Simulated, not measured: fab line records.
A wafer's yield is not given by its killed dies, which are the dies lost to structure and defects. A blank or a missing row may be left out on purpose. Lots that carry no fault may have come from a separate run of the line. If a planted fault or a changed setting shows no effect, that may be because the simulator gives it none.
Code-filled problem report in 8D (eight disciplines) form / flow nandHarc / the parts of the form that need people (team, actions taken, sign-off) are left out

== 1. WHAT IS WRONG ==
Wafers without a fault read 25, standard deviation 22; rawDefectCount at NHARC_A_CHANNEL_HOLE_D2_INSPECT_12 reads a mean of 395 on 6 wafers belonging to 2 lots. That puts it +17 standard deviations away from the usual mean.
First observed at day 19 14:10: wafer L842.3, on defectInspect-01. At this step, 36 wafers from 12 lots have a number in the record. Rule for "out", or "out of limits": more than 4 standard deviations from the usual mean. The rest of the wafers with a number are treated as sound.

== 2. WHAT THIS IS AND IS NOT ==
question=which readings at this step | is=rawDefectCount | is not=-
question=which lots | is=L842, L843 | is not=L827, L828, L832, L833, L835, L837, L839, L848, L849, L850
question=which wafers of those lots | is=all that have a number | is not=-
question=read on which gauges | is=defectInspect-01, defectInspect-02 | is not=-
question=when | is=from day 19 14:10 | is not=up to then (21 sound wafers); but 9 sound wafers of L848, L849, L850 came after

== 3. SUSPECTS, AND WHAT RULES EACH OUT ==
Counting: a tool at a process step up to the reading stays a suspect if it ran every lot that is out and no sound lot after the first of them.
- the gauge at NHARC_A_CHANNEL_HOLE_D2_INSPECT_12 has been ruled out. Those wafers that are out were read across 2 gauges (defectInspect-01, defectInspect-02).
- pecvd-04 at NHARC_A_CHANNEL_HOLE_D2_DEP_01 (deposits SiON, target thk 140 nm): kept. It ran every lot that is out, first L842 (day 19 13:17), and no sound lot after that; its last sound lot up to then is L833 (day 15 06:14).
After counting, what remains is pecvd-04 at NHARC_A_CHANNEL_HOLE_D2_DEP_01.

== 4. THE CAUSE (what the simulator had put in) ==
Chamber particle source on pecvd-04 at NHARC_A_CHANNEL_HOLE_D2_DEP_01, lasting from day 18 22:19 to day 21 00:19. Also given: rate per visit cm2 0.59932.
After counting, this tool was the only one left.

== 5. THE EFFECT CHAIN, in route order ==
Each row: a reading where the mean over the struck wafers with a number is more than 3 standard deviations away from the usual. Scope: only readings with a usual standard deviation given in the record; hours: median across lots of the time from each lot's start at the first step in this table that gives one to its start at this step; sigmas: change in usual standard deviations.
hours=0; step=NHARC_A_CHANNEL_HOLE_D2_INSPECT_12; reading=rawDefectCount; usual=25; on struck wafers=395; change=+370; sigmas=+17
hours=7; step=NHARC_A_CHANNEL_HOLE_D2_INSPECT_40; reading=rawDefectCount; usual=270; on struck wafers=642; change=+372; sigmas=+4.4
At these later measuring or inspecting steps, every struck wafer for which the step has a row has a number for every such reading, and none has moved that far: NHARC_END_SORT_01.

== 6. HOW IT WOULD HAVE BEEN CAUGHT EARLIER ==
Counted from the fault's start at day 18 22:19, it took 16 hours until the first out-of-limits reading at a measuring or inspecting step in this record, taken at day 19 14:10.
Tool readings at NHARC_A_CHANNEL_HOLE_D2_DEP_01 with a usual standard deviation given in the record: none out on any struck wafer, hence no alarm at a limit of 4 standard deviations on them.
L843, from the lots that are out (2), started NHARC_A_CHANNEL_HOLE_D2_DEP_01 on pecvd-04 later than day 19 14:10. Had the tool been put on hold then, it would have been spared.
